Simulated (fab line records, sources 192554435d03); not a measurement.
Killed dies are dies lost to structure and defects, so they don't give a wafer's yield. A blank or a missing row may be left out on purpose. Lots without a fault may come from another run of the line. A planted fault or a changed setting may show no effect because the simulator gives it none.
A struck lot beside a sound one | flow n5_finfet | 29 steps out of a route of 1938
Sound: wafers L794.1, L794.5, L794.6. Struck: wafers L800.3, L800.4, L800.6. The cause comes at the end.
At each step with rows: each side's tool, then ch and its chambers, then its first start. Under that, the readings that differ: sound wafers | struck wafers | difference of the means | sigmas: that difference in standard deviations of wafers without a fault.
alike: readings whose means differ by less than 2 such deviations, and words and numbers that are the same on both sides. not compared: withheld readings, readings that some wafer has no value for, bounds like >300 that may hide the same value, and numbers for which the record gives no deviation and whose values overlap.
The two part at a step that has a row with sigmas, a row that says differs or no value, or rows on one side only. Numbers that don't overlap but have no deviation are shown without sigmas and don't part them. A reading that every wafer of one side lacks parts them only if that side has two wafers or more.

first, 9 steps without rows for these wafers: N5_BEOL_M3_COAT_73 (time 60 s, resist thk 5 nm); N5_BEOL_M3_COAT_05 (resist thk 30 nm); N5_BEOL_M3_EBR_07; N5_BEOL_M3_SOFTBAKE_06 (time 60 s); N5_BEOL_M3_EXPOSE_08 (exposes mask M3); N5_BEOL_M3_PEB_09 (peb time 60 s); N5_BEOL_M3_DEVELOP_10 (develop time 30 s); N5_BEOL_M3_DESCUM_16 (chemistry O2, time 7 s); N5_BEOL_M3_ETCH_74 (etches underlayer in N2/H2, target depth 6.5 nm, time 5.2 s).
N5_BEOL_M3_ETCH_63: etches SiARC in CF4, target depth 15.6 nm, time 26 s.
  sound on rie_diel-01 ch 0,1, day 11 07:55; struck on rie_diel-06 ch 1,2, day 12 16:13
  reading                         | sound          | struck         | difference | sigmas
  showerhead_plenum_p_Torr (Torr) | 2.05 2.05 2.13 | 2.19 2.23 2.19 | +0.13      | +2
  alike: drypump_motor_current_A, etch_rf_on_time_s, oes_product_au, rf_fwd_power_W, rf_vpp_V, throttle_valve_pct
  not compared: rf_hours_counter_h
then, 15 steps without rows for these wafers: N5_BEOL_M3_ETCH_64 (etches SOC in N2/H2, target depth 75 nm, overetch 15 nm, time 112.5 s); N5_BEOL_M3_STRIP_65 (strips in N2/H2); N5_BEOL_M3_STRIP_75 (strips in N2/H2); N5_BEOL_M3_STRIP_66 (strips in CF4); N5_BEOL_M3_HM_OPEN_17 (chemistry Cl2/BCl3, target TiN, target depth 20 nm, overetch 6 nm); N5_BEOL_M3_STRIP_19 (strips in O2); N5_BEOL_M3_COAT_67 (time 60 s, resist thk 60 nm); N5_BEOL_M3_COAT_68 (time 60 s, resist thk 12 nm); N5_BEOL_M3_COAT_76 (time 60 s, resist thk 5 nm); N5_BEOL_M3_COAT_22 (resist thk 30 nm); N5_BEOL_M3_EBR_24; N5_BEOL_M3_SOFTBAKE_23 (time 60 s); N5_BEOL_M3_EXPOSE_25 (exposes mask V2, defocus 5 nm); N5_BEOL_M3_PEB_26 (peb time 60 s); N5_BEOL_M3_DEVELOP_27 (develop time 30 s).
N5_BEOL_M3_INSPECT_30: inspects for defects (brightfield).
  sound on defect_inspect-02, day 11 08:56; struck on defect_inspect-02, day 12 17:00
  reading          | sound       | struck         | difference | sigmas
  raw_defect_count | 455 639 553 | 1436 1244 1246 | +760       | +7
then, 1 step without rows for these wafers: N5_BEOL_M3_DESCUM_33 (chemistry O2, time 7 s).
N5_BEOL_M4_RC_MEAS_101:
  sound on prober-02 ch 0, day 12 15:35; struck on prober-01 ch 0, day 14 07:25
  alike: DIBL_N, DIBL_P, IOFF_N, IOFF_P, ION_N, ION_P, SS_N, SS_P, VT_N, VT_P
-- the record jumps here: 5 days lie between the struck wafers' starts before and after (it left off in module BEOL_M4 and takes up again in module PASSIVATION, whose first step shown is number 1936 of the route) --
N5_PASSIVATION_PROBE_49:
  sound on prober-02, day 17 23:10; struck on prober-02, day 19 06:38
  reading                  | sound          | struck         | difference | sigmas
  defect_limited_yield (%) | 92.1 90.3 93.6 | 87.9 84.2 87.6 | -5.4       | -4
  killed_at_M0_to_M3       | 39 49 30       | 110 130 106    | +76        | +8
  killed_dies              | 93 114 75      | 143 187 146    | +65        | +4
  killed_on_rim            | 9 16 6         | 20 28 28       | +15        | +4
  sort_bin_5_function (%)  | 4.8 6.0 4.3    | 6.9 9.2 7.2    | +2.7       | +3
  sort_n_pass              | 1087 1066 1105 | 1037 993 1034  | -65        | -4
  sort_yield_pct (%)       | 92.1 90.3 93.6 | 87.9 84.2 87.6 | -5.4       | -4
  alike: killed_at_M4_up, killed_at_contacts, killed_at_front_end, killed_at_other, killed_open, killed_short, sort_bin_4_leakage, sort_bin_6_memory

WHERE THEY PART
First at N5_BEOL_M3_ETCH_63; last, within this record, at N5_PASSIVATION_PROBE_49.

WHY: what the simulator had put in
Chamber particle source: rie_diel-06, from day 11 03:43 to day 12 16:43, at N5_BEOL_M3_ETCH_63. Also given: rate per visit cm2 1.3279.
